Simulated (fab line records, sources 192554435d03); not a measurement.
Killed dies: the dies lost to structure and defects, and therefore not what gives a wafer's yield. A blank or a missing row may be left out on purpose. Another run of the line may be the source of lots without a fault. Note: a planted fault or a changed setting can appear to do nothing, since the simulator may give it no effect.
2 desks looking at one fault / flow n5Finfet / numbers are kept per desk, each desk with only its own; the story behind them comes last

## FROM THE METROLOGY DESK
Means of the sampled wafers that have a number, per lot and without regard to the tool the lot ran on: this is what the gauges read. Marked OUT: a lot whose mean sits more than 4 standard deviations from the usual mean, which makes it out of limits; the brackets give that distance. Only the readings that lie furthest out on some lot appear, 7 of the 10 it has.
Columns: A = DIBL_P at N5_BEOL_M4_RC_MEAS_101, usual 35.9 mV/V; B = IOFF_P at N5_BEOL_M4_RC_MEAS_101, usual 0.21 nA/um; C = ION_N at N5_BEOL_M4_RC_MEAS_101, usual 672 uA/um; D = ION_P at N5_BEOL_M4_RC_MEAS_101, usual 461 uA/um; E = SS_N at N5_BEOL_M4_RC_MEAS_101, usual 71.4 mV/dec; F = SS_P at N5_BEOL_M4_RC_MEAS_101, usual 73.2 mV/dec; G = VT_P at N5_BEOL_M4_RC_MEAS_101, usual -251 mV
lot=L578; first seen here=day 7 19:40; A=35.3; B=0.17; C=675; D=459; E=71.9; F=73.2; G=-253
lot=L581; first seen here=day 8 15:26; A=34.3; B=0.20; C=669; D=461; E=71.4; F=72.9; G=-249
lot=L582; first seen here=day 8 20:38; A=37.3; B=0.24; C=675; D=466; E=71.5; F=73.3; G=-247
lot=L584; first seen here=day 10 00:50; A=38.7; B=0.21; C=678; D=459; E=71.7; F=73.2; G=-252
lot=L590; first seen here=day 11 11:02; A=36.6; B=0.22; C=678; D=464; E=71.5; F=73.3; G=-250
lot=L591; first seen here=day 11 16:23; A=36.8; B=0.22; C=678; D=464; E=71.0; F=72.6; G=-250
lot=L592; first seen here=day 11 19:51; A=36.2; B=0.24; C=664; D=465; E=71.0; F=73.0; G=-247
lot=L595; first seen here=day 12 09:31; A=36.9; B=0.18; C=666; D=446; E=72.0; F=73.6; G=-256
lot=L599; first seen here=day 12 23:56; A=35.7; B=0.19; C=671; D=460; E=71.5; F=73.6; G=-254
Finding of this desk: none of the 9 lots has anything out of limits.

## FOR THE TOOL OWNER'S DESK: rieDiel-02
The tool's own readings at N5_BEOL_M4_ETCH_77 (etches underlayer in N2/H2, target depth 6.5 nm, time 5.2 s): means of the sampled wafers that have a number, for each lot that ran on this tool. Marked OUT: a lot whose mean sits more than 4 standard deviations from the usual mean, which makes it out of limits; the brackets give that distance.
Columns: A = drypumpMotorCurrentA at N5_BEOL_M4_ETCH_77, usual 5.6 A; B = etchRfOnTimeS at N5_BEOL_M4_ETCH_77, usual 5.21 s; C = oesProductAu at N5_BEOL_M4_ETCH_77, usual 0.68 a.u.; D = rfVppV at N5_BEOL_M4_ETCH_77, usual 524.3 V; E = showerheadPlenumPTorr at N5_BEOL_M4_ETCH_77, usual 2.56 Torr; F = throttleValvePct at N5_BEOL_M4_ETCH_77, usual 17.76 %
lot=L578; first seen here=day 7 13:28; A=5.5; B=5.30; C=0.73; D=522.9; E=2.51; F=17.76
lot=L581; first seen here=day 8 03:26; A=5.8; B=5.25; C=0.70; D=521.9; E=2.49; F=17.74
lot=L584; first seen here=day 9 15:47; A=5.5; B=6.17 (+11) OUT; C=0.66; D=523.1; E=2.52; F=17.75
lot=L590; first seen here=day 11 02:13; A=5.5; B=6.14 (+10) OUT; C=0.69; D=523.2; E=2.54; F=17.88
lot=L591; first seen here=day 11 05:11; A=5.4; B=5.88 (+7.5) OUT; C=0.67; D=525.1; E=2.55; F=17.80
This desk's finding: out of limits on L584, L590, L591; first on L584, day 9 15:47 (etchRfOnTimeS at N5_BEOL_M4_ETCH_77). In limits: L578, L581.

## PUT TOGETHER
The tool owner's desk could have raised an alarm at day 9 15:47, on L584, L590, L591.
From the metrology desk's view, nothing was out of limits.
The metrology desk holds a record of L584, L590, L591, inside its limits.
On rieDiel-02, each named lot ran N5_BEOL_M4_ETCH_77.

## WHAT WAS PUT IN BY THE SIMULATOR
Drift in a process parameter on rieDiel-02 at N5_BEOL_M4_ETCH_77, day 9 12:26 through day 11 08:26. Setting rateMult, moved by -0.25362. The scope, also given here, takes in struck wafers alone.
Shown lots that were struck: L584, L590, L591.
Each desk's first reading out of limits, in hours after the fault started: the tool owner's desk, 3.
